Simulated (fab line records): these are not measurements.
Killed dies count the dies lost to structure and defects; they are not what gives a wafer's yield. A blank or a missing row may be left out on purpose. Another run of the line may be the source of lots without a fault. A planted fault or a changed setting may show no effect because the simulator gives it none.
Chamber matching || flow n5 finfet || 3 sister chambers for N5_BEOL_M10_DEP_56 on pecvd-03
The step deposits SiCN from 3MS/NH3, target thk 15 nm, time 26.5 s. 6 wafers are shown with their chamber, then 6 later ones without.

WAFERS, EACH WITH ITS CHAMBER
{"wafer": "L717.6", "chamber": 0, "throttle valve pct (%)": 9.2, "showerhead plenum p Torr (Torr)": 3.676}
{"wafer": "L718.4", "chamber": 1, "throttle valve pct (%)": 9.2, "showerhead plenum p Torr (Torr)": 3.688}
{"wafer": "L718.5", "chamber": 0, "throttle valve pct (%)": 9.2, "showerhead plenum p Torr (Torr)": 3.685}
{"wafer": "L721.1", "chamber": 2, "throttle valve pct (%)": 8.6, "showerhead plenum p Torr (Torr)": 3.672}
{"wafer": "L721.4", "chamber": 1, "throttle valve pct (%)": 9.1, "showerhead plenum p Torr (Torr)": 3.688}
{"wafer": "L721.6", "chamber": 2, "throttle valve pct (%)": 8.9, "showerhead plenum p Torr (Torr)": 3.654}

WAFERS MISSING THEIR CHAMBER
{"wafer": "L726.1", "throttle valve pct (%)": 8.7, "showerhead plenum p Torr (Torr)": 3.657}
{"wafer": "L726.3", "throttle valve pct (%)": 9.3, "showerhead plenum p Torr (Torr)": 3.673}
{"wafer": "L726.6", "throttle valve pct (%)": 9.2, "showerhead plenum p Torr (Torr)": 3.692}
{"wafer": "L729.2", "throttle valve pct (%)": 8.3, "showerhead plenum p Torr (Torr)": 3.661}
{"wafer": "L729.3", "throttle valve pct (%)": 9.1, "showerhead plenum p Torr (Torr)": 3.688}
{"wafer": "L729.6", "throttle valve pct (%)": 9.2, "showerhead plenum p Torr (Torr)": 3.695}

EACH ONE'S CHAMBER
{"wafer": "L726.1", "from the rows above": 2, "in truth": 2}
{"wafer": "L726.3", "from the rows above": "can't be placed: 0 or 1", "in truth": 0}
{"wafer": "L726.6", "from the rows above": "can't be placed: 1 or 0", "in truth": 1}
{"wafer": "L729.2", "from the rows above": 2, "in truth": 2}
{"wafer": "L729.3", "from the rows above": "can't be placed: 1 or 0", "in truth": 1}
{"wafer": "L729.6", "from the rows above": "can't be placed: 1 or 0", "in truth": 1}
Correct placement for 2 of the 6. These rows do not allow placing 4 (true chamber among the candidates in 4). Wrongly placed: 0.
How it was worked out, from the rows above alone: a wafer's distance from a chamber is the root of the sum, over the readings, of the square of ((its reading less the chamber's mean) divided by the reading's scatter). If the next closest chamber is less than 2 further off than the closest, the wafer can't be placed; otherwise it belongs to the closest. Each chamber's mean is taken over the wafers shown for it. The scatter: the root of (the sum of the squares of (reading less its chamber's mean) over the shown wafers, divided by (wafers less chambers)).
